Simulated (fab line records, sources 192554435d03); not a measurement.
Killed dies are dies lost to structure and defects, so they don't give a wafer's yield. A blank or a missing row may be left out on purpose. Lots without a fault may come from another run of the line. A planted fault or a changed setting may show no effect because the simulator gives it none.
A struck lot beside a sound one | flow n5_finfet | 39 steps out of a route of 1938
Sound: wafers L154.2, L154.4, L154.5. Struck: wafers L161.1, L161.4, L161.6. The cause comes at the end.
At each step with rows: each side's tool, then ch and its chambers, then its first start. Under that, the readings that differ: sound wafers | struck wafers | difference of the means | sigmas: that difference in standard deviations of wafers without a fault.
alike: readings whose means differ by less than 2 such deviations, and words and numbers that are the same on both sides. not compared: withheld readings, readings that some wafer has no value for, bounds like >300 that may hide the same value, and numbers for which the record gives no deviation and whose values overlap.
The two part at a step that has a row with sigmas, a row that says differs or no value, or rows on one side only. Numbers that don't overlap but have no deviation are shown without sigmas and don't part them. A reading that every wafer of one side lacks parts them only if that side has two wafers or more.

first, 11 steps without rows for these wafers: N5_BEOL_M0_STRIP_142 (strips in N2/H2, time 10 s); N5_BEOL_M0_HM_STRIP_129 (strips TiN in peroxide tin strip, target depth 17 nm, time 108 s); N5_BEOL_M0_SRD_130 (time 30 s); N5_BEOL_M0_ETCH_109 (etches SiCN in CH3F/O2, target depth 8 nm, overetch 2.4 nm, time 27.4 s); N5_BEOL_M0_STRIP_139 (strips in post etch residue remover, time 60 s); N5_BEOL_M0_SRD_111 (time 30 s); N5_BEOL_M0_DEGAS_112 (time 60 s); N5_BEOL_M0_PRE_CLEAN_113 (time 30 s); N5_BEOL_M0_ALD_136 (deposits TaN, pulse time 2 s, purge time 3 s, co reactant purge time 2 s); N5_BEOL_M0_SURFACE_TREAT_137; N5_BEOL_M0_CVD_115 (deposits Co from CCTBA/H2, time 120 s).
N5_BEOL_M0_SPUTTER_116: material Cu, target thk 4 nm, time 7.37 s.
  sound on pvd_sputter-02, day 7 17:59; struck on pvd_sputter-02, day 9 09:26
  no value came back on the struck wafers for chamber_pressure_pa (Pa), chuck_gas_flow_sccm (sccm), throttle_valve_pct (%); on the sound wafers chamber_pressure_pa (Pa) reads 0.07005 0.0698 0.06991
then, 25 steps without rows for these wafers: N5_BEOL_M0_ANNEAL_117 (time 60 s); N5_BEOL_M0_SPUTTER_132 (material Cu, target thk 4 nm, time 7.37 s); N5_BEOL_M0_ANNEAL_133 (time 60 s); N5_BEOL_M0_SPUTTER_134 (material Cu, target thk 4 nm, time 7.37 s); N5_BEOL_M0_ANNEAL_135 (time 60 s); N5_BEOL_M0_SPUTTER_141 (material Cu, target thk 4 nm, time 7.37 s); N5_BEOL_M0_ECD_118 (material Cu, target thk 300 nm); N5_BEOL_M0_ANNEAL_119 (time 90 s); N5_BEOL_M0_CMP_120 (polishes, stops on SiOC, t overpolish 6.9 s); N5_BEOL_M0_PRE_CLEAN_131 (time 15 s); N5_BEOL_M0_CO_CAP_123 (material Co, precursor CCTBA/H2, target thk 2 nm, time 102.1 s); N5_BEOL_M0_PRE_CLEAN_124 (time 15 s); N5_BEOL_M0_DEP_125 (deposits SiCN from 3MS/NH3, target thk 8 nm, time 14 s); N5_BEOL_M1_ILD_DEP_00 (deposits SiOC from DEMS/O2, target thk 79 nm, time 15.3 s); N5_BEOL_M1_PECVD_72 (deposits SiO2 from TEOS/O2, target thk 16 nm, time 18 s); N5_BEOL_M1_HM_DEP_02 (deposits TiN, target thk 20 nm); N5_BEOL_M1_COAT_61 (time 60 s, resist thk 60 nm); N5_BEOL_M1_COAT_62 (time 60 s, resist thk 12 nm); N5_BEOL_M1_COAT_73 (time 60 s, resist thk 5 nm); N5_BEOL_M1_COAT_05 (resist thk 30 nm); N5_BEOL_M1_EBR_07; N5_BEOL_M1_SOFTBAKE_06 (time 60 s); N5_BEOL_M1_EXPOSE_08 (exposes mask M1); N5_BEOL_M1_PEB_09 (peb time 60 s); N5_BEOL_M1_DEVELOP_10 (develop time 30 s).
-- the record jumps here: 3 days lie between the struck wafers' starts before and after (it left off in module BEOL_M1 and takes up again in module BEOL_M4, whose first step shown is number 1111 of the route) --
N5_BEOL_M4_RC_MEAS_101:
  sound on prober-02 ch 0, day 10 22:13; struck on prober-02 ch 0, day 12 18:31
  alike: DIBL_N, DIBL_P, IOFF_N, IOFF_P, ION_N, ION_P, SS_N, SS_P, VT_N, VT_P
-- the record jumps here: 5 days lie between the struck wafers' starts before and after (it left off in module BEOL_M4 and takes up again in module PASSIVATION, whose first step shown is number 1936 of the route) --
N5_PASSIVATION_PROBE_49:
  sound on prober-01, day 15 08:57; struck on prober-01, day 17 08:02
  reading                  | sound          | struck         | difference | sigmas
  defect_limited_yield (%) | 88.0 90.5 93.2 | 87.7 87.4 86.9 | -3.2       | -2
  killed_at_M0_to_M3       | 34 37 11       | 83 88 74       | +54        | +5
  killed_dies              | 142 112 80     | 145 149 155    | +38        | +2
  killed_on_rim            | 23 11 10       | 21 20 32       | +10        | +2
  sort_bin_5_function (%)  | 6.9 5.3 3.9    | 8.2 7.5 7.3    | +2.3       | +2
  sort_n_pass              | 1038 1068 1100 | 1035 1031 1025 | -38        | -2
  sort_yield_pct (%)       | 88.0 90.5 93.2 | 87.7 87.4 86.9 | -3.2       | -2
  alike: killed_at_M4_up, killed_at_contacts, killed_at_front_end, killed_at_other, killed_open, killed_short, sort_bin_6_memory

WHERE THEY PART
First at N5_BEOL_M0_SPUTTER_116; last, within this record, at N5_PASSIVATION_PROBE_49.

WHY: what the simulator had put in
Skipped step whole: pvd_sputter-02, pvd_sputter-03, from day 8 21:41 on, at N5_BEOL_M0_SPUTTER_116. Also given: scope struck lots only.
